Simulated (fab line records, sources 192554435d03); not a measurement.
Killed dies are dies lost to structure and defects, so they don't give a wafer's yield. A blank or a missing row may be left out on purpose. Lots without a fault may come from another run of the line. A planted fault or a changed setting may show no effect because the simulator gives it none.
One fault seen from 3 desks | flow n5_finfet | each desk has only its own numbers; what lay behind them comes last

THE DEFECT DESK
What the inspections along the route counted, lot by lot: means of the sampled wafers that have a number. A lot is out of limits, marked OUT, if its mean lies more than 4 standard deviations from the usual mean; the brackets give that distance.
Columns: A = raw_defect_count at N5_MOL_CONTACT_COAG_INSPECT_10, usual 80
lot  | first seen here | A
L843 | day 5 08:23     | 56
L844 | day 5 10:37     | 97
L845 | day 5 19:40     | 53
L847 | day 6 09:20     | 68
L857 | day 8 14:37     | 156
L859 | day 9 07:46     | 73
L861 | day 9 15:23     | 50
L862 | day 9 22:46     | 94
L863 | day 10 02:47    | 127
L864 | day 10 10:52    | 75
This desk's finding: nothing out of limits on any of the 10 lots.

THE TOOL OWNER'S DESK: implanter-01
The tool's own readings at N5_MOL_CONTACT_COAG_IMPLANT_129: means of the sampled wafers that have a number, for each lot that ran on this tool. A lot is out of limits, marked OUT, if its mean lies more than 4 standard deviations from the usual mean; the brackets give that distance.
Columns: A = beam_on_s at N5_MOL_CONTACT_COAG_IMPLANT_129, usual 35 s; B = dose_ions_cm2 at N5_MOL_CONTACT_COAG_IMPLANT_129, usual 6e+14; C = faraday_current_uA at N5_MOL_CONTACT_COAG_IMPLANT_129, usual 2175
lot  | first seen here | A             | B                       | C
L843 | day 5 08:53     | 40            | 6e+14                   | 1892
L844 | day 5 11:24     | 10 (-5.2) OUT | 6e+13 (-99 or more) OUT | 752 (-4.7) OUT
L845 | day 5 20:28     | 10 (-5.2) OUT | 6e+13 (-99 or more) OUT | 760 (-4.7) OUT
L847 | day 6 09:50     | 10 (-5.2) OUT | 6e+13 (-99 or more) OUT | 756 (-4.7) OUT
L861 | day 9 15:52     | 41            | 6e+14                   | 1851
This desk's finding: out of limits on L844, L845, L847; first on L844, day 5 11:24 (beam_on_s at N5_MOL_CONTACT_COAG_IMPLANT_129). In limits: L843, L861.

THE METROLOGY DESK
What the gauges read, lot by lot, whatever tool the lot ran on: means of the sampled wafers that have a number. A lot is out of limits, marked OUT, if its mean lies more than 4 standard deviations from the usual mean; the brackets give that distance. Of its 16 readings 7 are shown: the one that was out of limits first, and those that lie furthest out on some lot.
Columns: A = ION_N at N5_BEOL_M4_RC_MEAS_101, usual 674 uA/um; B = RC_DENSE_N at N5_BEOL_M4_RC_MEAS_101, usual 18.9 ohm.um; C = RC_DENSE_P at N5_BEOL_M4_RC_MEAS_101, usual 23.6 ohm.um; D = RC_N at N5_BEOL_M4_RC_MEAS_101, usual 15.43 ohm.um; E = RC_P at N5_BEOL_M4_RC_MEAS_101, usual 19.3 ohm.um; F = REXT_N at N5_BEOL_M4_RC_MEAS_101, usual 76.1 ohm.um; G = REXT_P at N5_BEOL_M4_RC_MEAS_101, usual 99.8 ohm.um
lot  | first seen here | A   | B              | C              | D               | E              | F               | G
L843 | day 8 17:36     | 679 | 18.7           | 23.6           | 15.23           | 19.3           | 80.8            | 102.2
L844 | day 9 01:41     | 659 | 35.2 (+46) OUT | 43.6 (+45) OUT | 28.52 (+47) OUT | 35.7 (+47) OUT | 88.4 (+6.8) OUT | 112.3 (+6.0) OUT
L845 | day 9 03:20     | 663 | 35.5 (+48) OUT | 44.3 (+46) OUT | 29.15 (+49) OUT | 36.1 (+48) OUT | 89.8 (+7.6) OUT | 113.7 (+6.6) OUT
L847 | day 9 20:58     | 654 | 35.9 (+49) OUT | 44.8 (+47) OUT | 29.10 (+49) OUT | 36.4 (+49) OUT | 90.5 (+8.0) OUT | 114.5 (+7.0) OUT
L857 | day 11 23:09    | 668 | 19.3           | 23.8           | 15.66           | 19.4           | 78.3            | 96.1
L859 | day 12 14:25    | 669 | 19.1           | 23.7           | 15.53           | 19.4           | 78.1            | 101.0
L862 | day 12 22:23    | 671 | 18.5           | 23.4           | 15.16           | 19.3           | 76.5            | 102.7
L861 | day 13 06:30    | 669 | 18.5           | 23.3           | 15.12           | 19.1           | 75.6            | 99.5
L863 | day 13 13:08    | 680 | 19.1           | 23.8           | 15.54           | 19.4           | 75.2            | 101.2
L864 | day 13 16:08    | 680 | 19.0           | 23.9           | 15.49           | 19.6           | 76.7            | 99.9
This desk's finding: out of limits on L844, L845, L847; first on L844, day 9 01:41 (RC_DENSE_N at N5_BEOL_M4_RC_MEAS_101). In limits: L843, L857, L859, L862, L861, L863, L864.

PUT TOGETHER
The tool owner's desk could have raised an alarm at day 5 11:24, on L844, L845, L847.
The metrology desk could have raised an alarm at day 9 01:41, on L844, L845, L847.
The defect desk saw nothing out of limits.
The defect desk has L844, L845, L847 on record, within its limits.
Of the lots named, all ran N5_MOL_CONTACT_COAG_IMPLANT_129 on implanter-01.

WHAT THE SIMULATOR HAD PUT IN
Process parameter drift: implanter-01, from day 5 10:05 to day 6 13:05, at N5_MOL_CONTACT_COAG_IMPLANT_129. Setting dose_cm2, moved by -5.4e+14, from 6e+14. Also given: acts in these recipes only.
Lots struck among those shown: L844, L845, L847.
Hours from the fault's start to each desk's first reading out of limits: the tool owner's desk, 1; the metrology desk, 88.
